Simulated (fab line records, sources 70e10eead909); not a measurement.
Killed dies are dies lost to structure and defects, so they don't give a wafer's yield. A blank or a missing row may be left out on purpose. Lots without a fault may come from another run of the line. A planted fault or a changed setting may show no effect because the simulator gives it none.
fab line records | flow nand_harc
record lots=12 wafers=36 last_day=32
route steps=1302 shown A_CONTACT@1085 END@1302
lots that met no fault: from a run of the same line without faults
start_h: hours from the record's first day to the start of the lot's first wafer shown | wait_h: hours since the lot's step before | " the same as in the row above | L1.1+2: a row that stands for several wafers | - no value, or no start given | * or withheld: withheld | < > ~ a bound
route shown NAME@n: a module of which the file shows steps, and the number in the route of the first | usual: mean/standard deviation of fault-free wafers | same: alike in all rows | chamber/n: place in a boat | sites: the reading at each site | _std_site: their standard deviation | _edge_site: outer sites' mean less inner sites' | radius_mm: how far each site lies from the wafer's centre | mask NAME#n: copy n | behind: the tool/chamber that last shaped the wafer | hold: why the lot was held/for how many hours/how that ended | device: the transistor (n, p or np) that didn't switch | end of line: the same wafers' tests at the end of the route | a step without rows: its recipe alone | killed: dies lost to structure and defects at the first sort, not the wafer's yield | map: a wafer's dies, x killed, . not, _ none there
set.NAME: the setting as run; set.NAME@STEP: as run at that earlier step | model.NAME: the simulator's own value behind a step, which no gauge read
steps of the route over a sample of lots; a table a step, a row a wafer
services: from which hour (start_h, from the record's first day; less than 0 if before it) a tool's chamber was out of use, for how many hours, and why
## steps
# step NHARC_A_CONTACT_ETCH_31
# recipe target_depth_a=28000 over_etch_frac=0.3 time_s=728 ion_energy_ev=150 o2_flow_sccm=400 cos_flow_sccm=20 ar_flow_sccm=0 rf_w=500 bias_w=300 chemistry=O2/COS
# usual drypump_motor_current_A=5.9/0.39 oes_product_au=0.993/0.012 rf_vpp_V=314.1/2.4 showerhead_plenum_p_Torr=3.12/0.15 throttle_valve_pct=28.330/0.0095
# columns lot.wafer tool chamber start_h wait_h drypump_motor_current_A oes_product_au rf_hours_counter_h rf_vpp_V showerhead_plenum_p_Torr throttle_valve_pct
L207.1 rie_diel-02 3 - - 5.9 1.003 38 312.1 3.01 28.331
L207.2 " 0 " " 5.8 1.000 42 315.7 3.32 28.336
L207.5 " 3 " " 5.9 0.987 - 312.4 3.01 28.332
L208.2 rie_diel-05 1 - - 6.2 1.003 20 316.7 3.26 28.320
L208.3 " 3 " " 5.7 1.004 22 315.1 3.18 28.330
L208.5 " 1 " " 6.2 0.997 - 316.3 3.26 28.338
L211.1 rie_diel-05 3 - - 5.8 1.002 28 314.7 3.18 28.315
L211.2 " 0 " " 6.0 1.009 26 310.9 2.90 28.325
L211.4 " 1 " " 6.2 0.990 26 316.8 3.25 28.330
L210.4 rie_diel-05 1 - - 6.2 0.997 29 316.6 3.25 28.312
L210.6 " 2 " " 5.8 0.998 - 312.5 3.04 28.318
L210.5 " 3 " " 5.7 0.993 - 315.1 3.18 28.335
L214.3 rie_diel-05 0 - - 6.0 0.993 1 309.6 2.90 28.337
L214.2 " 3 " " 5.7 0.991 1 315.0 3.17 28.338
L214.4 " 1 " " 6.2 0.983 - 317.6 3.25 28.325
L212.4 rie_diel-02 0 - - 5.8 0.999 7 316.9 3.31 28.315
L212.3 " 3 " " 5.9 0.997 9 311.1 2.99 28.336
L212.6 " 0 " " 5.8 1.003 - 317.6 3.31 28.328
L215.3 rie_diel-05 1 - - 6.2 0.978 2 316.6 3.25 28.330
L215.2 " 0 " " 6.0 0.996 2 311.6 2.90 28.322
L215.6 " 0 " " 6.0 1.000 - 312.4 2.90 28.332
L216.1 rie_diel-12 2 - - 5.1 1.009 48 316.1 3.35 28.332
L216.3 " 3 " " 5.7 0.997 55 314.3 3.18 28.320
L216.6 " 1 " " 6.5 1.016 - 313.4 3.05 28.340
L220.2 rie_diel-05 1 - - 6.2 0.983 12 316.8 3.25 28.348
L220.3 " 2 " " 5.8 0.988 10 313.1 3.03 28.325
L220.5 " 0 " " 6.0 0.982 - 310.2 2.90 28.314
L225.3 rie_diel-05 2 - - 5.9 0.985 19 312.6 3.03 28.336
L225.4 " 0 " " 6.0 0.975 21 311.2 2.89 28.340
L225.5 " 1 " " 6.2 0.968 - 316.5 3.24 28.342
L228.3 rie_diel-12 2 - - 5.1 0.999 28 319.4 3.33 28.334
L228.1 " 3 " " 5.7 0.988 25 312.7 3.16 28.313
L228.6 " 3 " " 5.8 0.995 - 313.4 3.16 28.329
L226.4 rie_diel-05 1 - - 6.2 0.972 24 316.5 3.24 28.324
L226.3 " 2 " " 5.9 0.986 21 313.3 3.03 28.335
L226.2 " 3 " " 5.8 0.969 21 317.0 3.16 28.331
# step NHARC_A_CONTACT_ETCH_139
# recipe source_w=withheld pressure_mtorr=20 bias_v=400 time_s=195 target_depth_a=8400 ar_flow_sccm=withheld c4f8_flow_sccm=11.5 o2_flow_sccm=7.2 chemistry=C4F8/O2/Ar
# columns lot.wafer tool chamber start_h wait_h rf_hours_counter_h
L207.1 har_cap_etch-03 0 525.00 0.2 49
L207.2 " 1 " " 49
L207.5 " 1 " " -
L208.2 har_cap_etch-02 1 530.76 0.3 92
L208.3 " 0 " " -
L208.5 " 0 " " -
L211.1 har_cap_etch-02 1 566.34 0.2 96
L211.2 " 0 " " 96
L211.4 " 1 " " -
L210.4 har_cap_etch-02 0 580.55 0.2 -
L210.6 " 0 " " -
L210.5 " 1 " " -
L214.2 har_cap_etch-01 0 596.96 0.2 17
L214.4 " 0 " " -
L214.3 " 1 " " -
L212.3 har_cap_etch-03 0 600.59 0.2 -
L212.4 " 1 " " -
L212.6 " 0 " " -
L215.2 har_cap_etch-01 1 601.61 0.2 18
L215.3 " 1 " " -
L215.6 " 0 " " -
L216.1 har_cap_etch-03 0 607.20 0.2 64
L216.3 " 0 " " -
L216.6 " 1 " " -
L220.2 har_cap_etch-03 1 666.43 0.2 73
L220.3 " 1 " " -
L220.5 " 1 " " -
L225.4 har_cap_etch-01 0 707.03 0.2 -
L225.3 " 1 " " -
L225.5 " 1 " " -
L226.2 har_cap_etch-01 0 713.76 0.2 40
L226.4 " 1 " " -
L226.3 " 0 " " -
L228.1 har_cap_etch-03 0 713.92 0.3 82
L228.3 " 0 " " -
L228.6 " 0 " " -
# step NHARC_A_CONTACT_ALD_18
# recipe target_thk_a=30 pulse_time_s=1 ald_cycles=150 temp_c=450 material=TiN
# usual ald_cycles=150/0 heater_power_w=1089/81 precursor_pulse_height_rel=1.002/0.023
# columns lot.wafer tool chamber start_h wait_h ald_cycles heater_power_w precursor_pulse_height_rel since_wet_clean_h
L207.2 ald_metal-02 3 526.75 - 150 1009 0.997 85
L207.1 " 2 " " 150 1216 1.022 85
L207.5 " 3 " " 150 1032 1.045 -
L208.2 ald_metal-02 3 532.72 - 150 1006 0.991 91
L208.3 " 1 " " 150 1156 0.986 91
L208.5 " 0 " " 150 1133 1.011 -
L211.4 ald_metal-01 3 568.07 - 150 1008 0.992 32
L211.2 " 0 " " 150 1197 1.001 32
L211.1 " 1 " " 150 1103 1.032 32
L210.4 ald_metal-01 0 582.20 - 150 1204 1.024 46
L210.5 " 0 " " 150 1210 0.991 -
L210.6 " 1 " " 150 1128 0.965 -
L214.4 ald_metal-01 1 599.01 - 150 1092 1.020 63
L214.3 " 3 " " 150 1020 1.004 63
L214.2 " 0 " " 150 1183 0.980 63
L212.3 ald_metal-02 1 602.22 - 150 1116 1.056 160
L212.4 " 3 " " 150 1034 0.973 160
L212.6 " 1 " " 150 1072 0.970 -
L215.2 ald_metal-03 0 603.41 - 150 1021 0.996 25
L215.3 " 1 " " 150 1059 1.004 25
L215.6 " 3 " " 150 1182 0.999 -
L216.3 ald_metal-03 1 608.96 - 150 1088 0.996 31
L216.1 " 3 " " 150 1162 1.021 31
L216.6 " 1 " " 150 1074 1.003 -
L220.2 ald_metal-02 3 668.19 - 150 964 0.994 48
L220.3 " 0 " " 150 1128 1.043 48
L220.5 " 1 " " 150 1136 1.008 -
L225.4 ald_metal-02 2 708.82 - 52 1113 1.006 89
L225.3 " 0 " " 52 1130 1.018 89
L225.5 " 2 " " 52 1129 1.012 -
L228.1 ald_metal-01 0 715.73 - 150 1171 1.021 2
L228.3 " 2 " " 150 1075 1.008 2
L228.6 " 0 " " 150 1201 1.014 -
L226.2 ald_metal-02 0 715.91 - 52 1118 1.005 96
L226.3 " 1 " " 52 1132 1.015 96
L226.4 " 2 " " 52 1116 0.979 96
# step NHARC_A_CONTACT_CMP_20
# recipe t_overpolish_s=30 target_thk_nm=300
# usual motor_current_A=12.1/1.2 overpolish_run_s=29.999/0.0096 time_to_endpoint_s=60/3.2
# same t_overpolish_s=30
# columns lot.wafer tool chamber start_h wait_h motor_current_A overpolish_run_s time_to_endpoint_s
L207.2 cmp-04 1 528.06 0.7 11.9 30.006 59
L207.1 " 2 " " 12.0 29.995 55
L207.5 " 0 " " 10.4 29.993 58
L208.3 cmp-04 3 533.80 0.4 11.9 30.013 64
L208.2 " 2 " " 12.0 30.005 59
L208.5 " 3 " " 12.2 30.003 65
L211.1 cmp-02 3 569.17 0.6 12.7 29.997 57
L211.4 " 1 " " 12.8 29.982 62
L211.2 " 2 " " 10.9 29.996 57
L210.4 cmp-01 2 583.29 0.4 11.4 30.013 67
L210.6 " 2 " " 10.5 30.004 65
L210.5 " 3 " " 12.0 29.998 64
L214.2 cmp-02 0 600.10 0.8 11.7 30.004 55
L214.4 " 1 " " 13.5 30.001 60
L214.3 " 2 " " 11.3 30.004 55
L212.4 cmp-01 0 603.37 0.4 13.0 29.998 61
L212.3 " 2 " " 10.8 29.994 64
L212.6 " 0 " " 11.7 30.005 60
L215.2 cmp-02 1 604.48 0.6 13.3 29.987 65
L215.3 " 0 " " 11.4 30.007 60
L215.6 " 2 " " 10.6 30.002 62
L216.3 cmp-04 1 610.04 0.4 12.4 30.012 59
L216.1 " 0 " " 10.8 30.015 62
L216.6 " 1 " " 12.4 29.986 59
L220.2 cmp-04 0 669.27 0.8 10.7 29.996 61
L220.3 " 2 " " 12.4 30.008 57
L220.5 " 3 " " 12.6 30.002 63
L225.3 cmp-02 0 709.93 0.4 11.3 30.004 58
L225.4 " 2 " " 10.4 30.007 60
L225.5 " 3 " " 12.8 30.007 58
L228.1 cmp-02 2 716.83 0.6 11.7 30.015 56
L228.3 " 3 " " 12.5 30.004 56
L228.6 " 3 " " 11.7 29.986 56
L226.2 cmp-01 2 717.00 0.6 10.7 29.994 63
L226.3 " 3 " " 11.9 29.990 61
L226.4 " 1 " " 15.3 29.997 57
# step NHARC_END_SORT_01
# recipe temp_c=25
# usual killed_at_array=53/18 killed_at_other=1.0/1.2 killed_at_periphery=3.6/2.4 killed_dies=58/18 killed_open=3.4/1.8 killed_short=2.3/1.5
# same gross_dies=677
# columns lot.wafer tool chamber start_h wait_h killed_at_array killed_at_other killed_at_periphery killed_dies killed_open killed_short
L225.3 prober-01 0 765.30 3.1 676 0 1 677 2 2
L225.4 prober-01 0 766.09 3.4 674 0 3 677 4 2
L225.5 prober-01 0 766.88 3.6 674 0 3 677 3 1
L226.2 prober-02 0 765.80 2.8 676 0 1 677 3 0
L226.3 prober-02 0 766.59 3.1 675 1 1 677 5 1
L226.4 prober-02 0 767.38 3.4 673 2 2 677 7 1
# killed by level:class
L225.3 A_CONTACT:area_ald=632 A_SLIT:chamber_film_flake=16 A_CHANNEL_HOLE_D2:chamber_film_flake=9 A_CHANNEL_HOLE_D1:chamber_film_flake=8 A_STAIRCASE:chamber_film_flake=6 A_WL_FILL:geometric_particle:short=2 A_ONON_D1:geometric_particle:open=1 A_WL_FILL:geometric_particle:open=1
L226.2 A_CONTACT:area_ald=635 A_CHANNEL_HOLE_D2:chamber_film_flake=16 A_CHANNEL_HOLE_D1:chamber_film_flake=11 A_SLIT:chamber_film_flake=5 A_DECK1_JOINT:geometric_particle:open=3 A_CONTACT:chamber_film_flake=3 A_BLC:chamber_film_flake=3 P_GATE:chamber_film_flake=1
L225.4 A_CONTACT:area_ald=621 A_SLIT:chamber_film_flake=21 A_CHANNEL_HOLE_D1:chamber_film_flake=11 A_CHANNEL_HOLE_D2:chamber_film_flake=8 A_STAIRCASE:chamber_film_flake=4 A_CONTACT:chamber_film_flake=3 A_CONTACT:geometric_particle:open=2 P_CONTACT:geometric_particle:short=1
L226.3 A_CONTACT:area_ald=621 A_CHANNEL_HOLE_D2:chamber_film_flake=16 A_CHANNEL_HOLE_D1:chamber_film_flake=14 A_SLIT:chamber_film_flake=14 A_BLC:chamber_film_flake=5 P_GATE:geometric_particle:open=1 A_ONON_D1:geometric_particle:short=1 A_ONON_D1:geometric_particle:open=1
L225.5 A_CONTACT:area_ald=624 A_SLIT:chamber_film_flake=14 A_CHANNEL_HOLE_D2:chamber_film_flake=14 A_CHANNEL_HOLE_D1:chamber_film_flake=8 A_CONTACT:chamber_film_flake=6 P_ZERO_WELL:chamber_film_flake=3 A_STAIRCASE:chamber_film_flake=3 A_SOURCE_PLATE:geometric_particle:open=1
L226.4 A_CONTACT:area_ald=622 A_CHANNEL_HOLE_D1:chamber_film_flake=13 A_CHANNEL_HOLE_D2:chamber_film_flake=12 A_CONTACT:chamber_film_flake=6 A_SLIT:chamber_film_flake=5 A_ZERO_WELL:chamber_film_flake=4 A_STAIRCASE:chamber_film_flake=3 A_CHANNEL_FILL_D2:geometric_particle:open=2
## services
# columns tool chamber start_h hours kind
ald_metal-01 0 499.56 29.8 repair
cmp-04 - 503.00 4.0 pm
ald_metal-01 - 526.00 10.0 pm
cmp-02 - 527.51 4.0 pm
cmp-01 - 536.68 0.6 repair
rie_diel-02 2 547.77 7.8 repair
cmp-04 - 559.49 5.8 repair
cmp-02 - 559.50 0.4 repair
cmp-04 - 576.53 7.6 repair
cmp-01 - 577.50 4.0 pm
rie_diel-05 - 583.60 9.0 pm
cmp-04 - 601.00 4.0 pm
ald_metal-02 - 610.00 10.0 pm
cmp-02 - 625.51 4.0 pm
ald_metal-01 0 625.67 4.5 repair
cmp-04 - 625.95 1.5 repair
cmp-01 - 641.97 2.2 repair
cmp-04 - 658.91 0.5 repair
cmp-01 - 675.50 4.0 pm
cmp-02 - 687.66 2.4 repair
cmp-04 - 699.00 4.0 pm
ald_metal-01 - 704.00 10.0 pm
har_cap_etch-02 - 707.21 0.6 repair
cmp-01 - 709.17 4.5 repair
## key
first_sign step=NHARC_A_CONTACT_ALD_18 reading=ald_cycles direction=down sigmas=99+ usual=150 struck=52
effect step=NHARC_END_SORT_01 reading=killed_at_array direction=up sigmas=35 usual=53 struck=675
more_kills_born_at NHARC_A_CONTACT_ALD_18@ald_metal-02=3755
met_at NHARC_A_CONTACT_ALD_18
struck_lots L225,L226
later_rows_left_out L225.3,L225.4,L225.5,L226.2,L226.3,L226.4
tester_left_out L225,L226
not_acting_at NHARC_A_CONTACT_ETCH_31,NHARC_A_CONTACT_ETCH_139,NHARC_A_CONTACT_CMP_20
onset_between 668.19 708.82
fault kind=process_parameter_drift tool=ald_metal-02 chamber=- onset_h=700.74 steps=NHARC_A_CONTACT_ALD_18 channel=ald_cycles offset=-98 shape=step end_h=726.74 acts_in=these_recipes_only stated=150
# tester_left_out: of these lots the tester's yield and bins aren't shown, on N5 and GAA mostly nor the transistor test; their killed dies are dies lost to structure and defects alone, not to doping, threshold or leakage, so they don't give the yield
# later_rows_left_out: the simulator's readings of these wafers behind a module that went badly wrong aren't trusted and aren't shown, but for the sort
